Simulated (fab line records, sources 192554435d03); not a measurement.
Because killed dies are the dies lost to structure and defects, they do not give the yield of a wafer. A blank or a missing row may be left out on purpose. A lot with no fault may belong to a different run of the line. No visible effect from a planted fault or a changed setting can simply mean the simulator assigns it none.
Chamber matching / flow n5 finfet / N5_BEOL_M8_CURE_74 on uv cure-01: 3 sister chambers
The step cures SiCOH lowk, time 240 s. 6 wafers are shown with their chamber, then 12 later ones without.

## EACH WAFER AND ITS CHAMBER
wafer=L081.2; chamber=1; wafer_temp_C_max=387.9; lamp power pct (%)=52.37
wafer=L081.6; chamber=1; wafer_temp_C_max=387.4; lamp power pct (%)=52.31
wafer=L085.3; chamber=2; wafer_temp_C_max=385.9; lamp power pct (%)=52.27
wafer=L085.6; chamber=2; wafer_temp_C_max=386.1; lamp power pct (%)=52.24
wafer=L086.5; chamber=0; wafer_temp_C_max=387.6; lamp power pct (%)=52.33
wafer=L086.6; chamber=0; wafer_temp_C_max=387.0; lamp power pct (%)=52.32

## WAFERS MISSING THEIR CHAMBER
wafer=L093.1; wafer_temp_C_max=386.7; lamp power pct (%)=52.39
wafer=L093.3; wafer_temp_C_max=386.6; lamp power pct (%)=52.28
wafer=L093.6; wafer_temp_C_max=386.3; lamp power pct (%)=52.31
wafer=L094.1; wafer_temp_C_max=386.2; lamp power pct (%)=52.24
wafer=L094.3; wafer_temp_C_max=386.3; lamp power pct (%)=52.31
wafer=L094.4; wafer_temp_C_max=386.5; lamp power pct (%)=52.31
wafer=L097.1; wafer_temp_C_max=386.9; lamp power pct (%)=52.32
wafer=L097.4; wafer_temp_C_max=386.1; lamp power pct (%)=52.27
wafer=L097.5; wafer_temp_C_max=386.5; lamp power pct (%)=52.27
wafer=L097.2; wafer_temp_C_max=386.6; lamp power pct (%)=52.24
wafer=L097.3; wafer_temp_C_max=386.2; lamp power pct (%)=52.20
wafer=L097.6; wafer_temp_C_max=386.4; lamp power pct (%)=52.27

## WHICH CHAMBER EACH WENT THROUGH
wafer=L093.1; from the rows above=can't be placed: 0 or 1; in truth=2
wafer=L093.3; from the rows above=can't be placed: 2 or 0 or 1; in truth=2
wafer=L093.6; from the rows above=can't be placed: 2 or 0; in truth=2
wafer=L094.1; from the rows above=2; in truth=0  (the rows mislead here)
wafer=L094.3; from the rows above=can't be placed: 2 or 0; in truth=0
wafer=L094.4; from the rows above=can't be placed: 0 or 2 or 1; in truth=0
wafer=L097.1; from the rows above=can't be placed: 0 or 1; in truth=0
wafer=L097.4; from the rows above=2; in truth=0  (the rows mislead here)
wafer=L097.5; from the rows above=can't be placed: 2 or 0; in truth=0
wafer=L097.2; from the rows above=can't be placed: 2 or 0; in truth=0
wafer=L097.3; from the rows above=2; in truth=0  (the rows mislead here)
wafer=L097.6; from the rows above=2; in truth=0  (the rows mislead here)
0 of 12 placed correctly. Unplaceable from these rows: 8, with the true chamber sitting among the candidates in 7. Placed wrongly: 4.
How it was worked out, from the rows above alone: a wafer's distance from a chamber is the root of the sum, over the readings, of the square of ((its reading less the chamber's mean) divided by the reading's scatter). If the next closest chamber is less than 2 further off than the closest, the wafer can't be placed; otherwise it belongs to the closest. The mean given for a chamber averages the wafers shown for that chamber. The scatter is the square root of a quotient: the sum, over the shown wafers, of each reading's squared deviation from its chamber's mean, divided by wafers minus chambers.
